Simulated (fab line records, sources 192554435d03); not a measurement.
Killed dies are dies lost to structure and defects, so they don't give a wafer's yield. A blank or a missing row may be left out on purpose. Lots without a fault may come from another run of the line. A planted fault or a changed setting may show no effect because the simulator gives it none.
Chamber matching | flow n5_finfet | N5_MOL_CONTACT_COAG_CMP_52 on cmp-03: 4 sister chambers
The step polishes, stops on SiO2, t overpolish 1.5 s, target thk 66.5 nm. 18 wafers are shown with their chamber, then 9 later ones without.

WAFERS WITH THEIR CHAMBER
wafer  | chamber | motor_current_A (A) | time_to_endpoint_s (s) | overpolish_run_s (s)
L076.1 | 3       | 13.4                | 10.8                   | 1.500
L076.2 | 0       | 12.9                | 12.6                   | 1.487
L076.5 | 1       | 11.5                | 12.7                   | 1.501
L077.1 | 3       | 13.2                | 10.5                   | 1.502
L077.2 | 2       | 13.7                | 14.3                   | 1.476
L077.3 | 1       | 11.9                | 11.5                   | 1.534
L078.3 | 0       | 13.5                | 10.1                   | 1.515
L078.5 | 1       | 10.9                | 12.0                   | 1.497
L078.6 | 0       | 12.8                | 11.7                   | 1.493
L079.1 | 3       | 13.3                | 11.1                   | 1.505
L079.4 | 2       | 12.4                | 14.7                   | 1.504
L079.6 | 1       | 11.6                | 14.1                   | 1.505
L084.3 | 0       | 13.4                | 15.4                   | 1.494
L084.5 | 1       | 12.0                | 13.6                   | 1.495
L084.6 | 0       | 13.7                | 12.7                   | 1.493
L085.1 | 1       | 11.9                | 13.0                   | 1.490
L085.2 | 0       | 13.5                | 11.1                   | 1.495
L085.5 | 0       | 13.1                | 12.2                   | 1.501

SIGNATURES (means of the wafers above)
reading            | chamber 0 | chamber 1 | chamber 2 | chamber 3 | scatter within a chamber
motor_current_A    | 13.271    | 11.633    | 13.050    | 13.300    | 0.413
time_to_endpoint_s | 12.257    | 12.817    | 14.500    | 10.800    | 1.24
overpolish_run_s   | 1.49686   | 1.50367   | 1.49000   | 1.50233   | 0.0123
Rule: a wafer's distance from a chamber is the root of the sum, over the readings, of the square of ((its reading less the chamber's mean) divided by the reading's scatter). The wafer belongs to the nearest chamber; if the next one is less than 2 further off, it can't be placed. The scatter: the root of (the sum of the squares of (reading less its chamber's mean) over the shown wafers, divided by (wafers less chambers)).

WAFERS WITHOUT THEIR CHAMBER
wafer  | motor_current_A (A) | time_to_endpoint_s (s) | overpolish_run_s (s)
L086.1 | 12.0                | 15.1                   | 1.521
L086.3 | 13.8                | 15.6                   | 1.503
L086.4 | 12.9                | 14.1                   | 1.497
L087.2 | 13.4                | 9.9                    | 1.500
L087.3 | 13.5                | 12.9                   | 1.487
L087.4 | 12.8                | 8.7                    | 1.503
L089.2 | 12.1                | 13.1                   | 1.506
L089.3 | 13.5                | 12.2                   | 1.494
L089.6 | 13.4                | 11.7                   | 1.515

WHICH CHAMBER EACH WENT THROUGH
wafer  | from the rows above          | in truth
L086.1 | can't be placed: 1 or 2 or 0 | 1
L086.3 | can't be placed: 2 or 0 or 3 | 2
L086.4 | can't be placed: 2 or 0      | 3
L087.2 | can't be placed: 3 or 0      | 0
L087.3 | can't be placed: 0 or 2 or 3 | 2
L087.4 | can't be placed: 3 or 0      | 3
L089.2 | can't be placed: 1 or 2 or 0 | 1
L089.3 | can't be placed: 0 or 3 or 2 | 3
L089.6 | can't be placed: 3 or 0 or 2 | 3
Placed correctly: 0 of 9. Can't be placed from these rows: 9 (the true chamber is among the candidates in 8). Placed wrongly: 0.
